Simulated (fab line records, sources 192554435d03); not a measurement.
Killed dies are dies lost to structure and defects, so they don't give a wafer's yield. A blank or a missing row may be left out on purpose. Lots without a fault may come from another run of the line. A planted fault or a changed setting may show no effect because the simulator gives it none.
Split-lot experiment | flow n5_finfet | 7 lots, 21 wafers read, on a route of 1938 steps

THE SPLIT
At N5_BEOL_M11_EXPOSE_08 (exposes mask M11), the setting dose_mj was moved away from the recipe's 53.75 on 5 of the 21 wafers read, by -5.2% to +2.9%. The other wafers ran this setting at the recipe's value.

FROM THE SPLIT TO THE READING: what the file shows between them, 18 steps
- N5_BEOL_M11_PEB_09: peb time 60 s
- N5_BEOL_M11_DEVELOP_10: develop time 30 s
- N5_BEOL_M11_CD_MEAS_11: target cd 64.1 nm
- N5_BEOL_M11_DESCUM_16: chemistry O2, time 7.9 s
- N5_BEOL_M11_ETCH_61: etches SiARC in CF4, target depth 39 nm, time 65 s
- N5_BEOL_M11_ETCH_62: etches SOC in N2/H2, target depth 110 nm, overetch 22 nm, time 165 s
- N5_BEOL_M11_STRIP_68: strips in N2/H2
- N5_BEOL_M11_STRIP_67: strips in CF4
- N5_BEOL_M11_HM_OPEN_17: chemistry Cl2/BCl3, target TiN, target depth 20 nm, overetch 6 nm
- N5_BEOL_M11_STRIP_19: strips in O2
- N5_BEOL_M11_CD_MEAS_18: pitch 140 nm, target cd 70 nm
- N5_BEOL_M11_COAT_63: time 60 s, resist thk 100 nm
- N5_BEOL_M11_COAT_64: time 60 s, resist thk 30 nm
- N5_BEOL_M11_STRIP_77: strips in N2/H2, time 10 s
- N5_BEOL_M11_HM_STRIP_39: strips TiN in peroxide tin strip, target depth 25 nm, time 158 s
- N5_BEOL_M11_SRD_40: time 30 s
- N5_BEOL_M11_PRECLEAN_42: cleans in residue remover, time 60 s
- N5_BEOL_M11_SRD_43: time 30 s

THE READING
cd_nm, in nm, at N5_BEOL_M11_CD_MEAS_35 (target cd 70 nm). Fault-free wafers of this fab line usually give 69.9 nm, standard deviation 0.47 nm.

wafer  | tool, chamber at the split | dose_mj as run | against the recipe | cd_nm, nm | against lot-mates on the recipe
L078.1 | arfi_scanner-02, 0         | 53.75          | recipe             | 70.6      | -
L078.3 | arfi_scanner-02, 0         | 50.95          | -5.2%              | 67.2      | -3.4
L078.6 | arfi_scanner-02, 0         | 53.75          | recipe             | 70.6      | -
L079.1 | arfi_scanner-02, 0         | 53.75          | recipe             | 70.3      | -
L079.3 | arfi_scanner-02, 0         | 53.75          | recipe             | 69.7      | -
L079.6 | arfi_scanner-02, 0         | 55.32          | +2.9%              | 71.4      | +1.4
L081.3 | arfi_scanner-03, 0         | 53.75          | recipe             | 70.1      | -
L081.5 | arfi_scanner-03, 0         | 53.75          | recipe             | 69.9      | -
L081.6 | arfi_scanner-03, 0         | 53.75          | recipe             | 69.2      | -
L088.1 | arfi_scanner-03, 0         | 53.75          | recipe             | 69.7      | -
L088.3 | arfi_scanner-03, 0         | 53.75          | recipe             | 69.8      | -
L088.4 | arfi_scanner-03, 0         | 53.75          | recipe             | 69.3      | -
L090.2 | arfi_scanner-02, 0         | 55.18          | +2.7%              | 70.9      | +1.2
L090.4 | arfi_scanner-02, 0         | 53.75          | recipe             | 69.7      | -
L090.5 | arfi_scanner-02, 0         | 55.18          | +2.7%              | 71.8      | +2.1
L092.1 | arfi_scanner-02, 0         | 53.75          | recipe             | 70.2      | -
L092.3 | arfi_scanner-02, 0         | 52.25          | -2.8%              | 68.8      | -1.4
L092.5 | arfi_scanner-02, 0         | 53.75          | recipe             | 70.2      | -
L095.1 | arfi_scanner-01, 0         | 53.75          | recipe             | 70.8      | -
L095.3 | arfi_scanner-01, 0         | 53.75          | recipe             | 70.3      | -
L095.6 | arfi_scanner-01, 0         | 53.75          | recipe             | 70.3      | -

THE FIT
A straight line over all 21 wafers: cd_nm changes by +0.507 nm for each +1% of dose_mj; r = +0.90; the points scatter about the line by 0.44 nm.
The same after taking each lot's own level away (the mean of its wafers on the recipe; 21 wafers): +0.599 nm for each +1%; r = +0.96; scatter 0.29 nm.
On that fit, the largest move of dose_mj shifts the reading by 3.1 nm.
The lots' own levels span 69.60 to 70.60 nm, that is 2.1 times the standard deviation above.
So the lot-to-lot level changes the slope: the two fits differ.
Check: with one of the wafers moved furthest among these (-5.2%) left out of the fit, the line predicts -2.84 nm for it against its lot-mates. It came out at -3.4 nm against them.

THE WHOLE CHAIN: every reading that the file lists as answering this split, in the file's order
step                   | what it does                                                         | reading                                                                | change (the file's fit)               | r (the file's)
N5_BEOL_M11_CD_MEAS_11 | target cd 64.1 nm                                                    | cd_nm                                                                  | +0.52 nm for each +1% of the setting  | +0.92
N5_BEOL_M11_ETCH_61    | etches SiARC in CF4, target depth 39 nm, time 65 s                   | BEOL_M11.cd_offset_nm (the simulator's own value, which no gauge read) | +0.487 nm for each +1% of the setting | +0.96
N5_BEOL_M11_ETCH_62    | etches SOC in N2/H2, target depth 110 nm, overetch 22 nm, time 165 s | BEOL_M11.cd_offset_nm (the simulator's own value, which no gauge read) | +0.526 nm for each +1% of the setting | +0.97
N5_BEOL_M11_HM_OPEN_17 | chemistry Cl2/BCl3, target TiN, target depth 20 nm, overetch 6 nm    | BEOL_M11.cd_offset_nm (the simulator's own value, which no gauge read) | +0.515 nm for each +1% of the setting | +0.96
N5_BEOL_M11_CD_MEAS_18 | pitch 140 nm, target cd 70 nm                                        | cd_nm                                                                  | +0.503 nm for each +1% of the setting | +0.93
N5_BEOL_M11_CD_MEAS_35 | target cd 70 nm                                                      | cd_nm                                                                  | +0.588 nm for each +1% of the setting | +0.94

THE FILE'S OWN FIT
cd_nm changes by +0.588 nm for each +1% of dose_mj, r = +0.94.
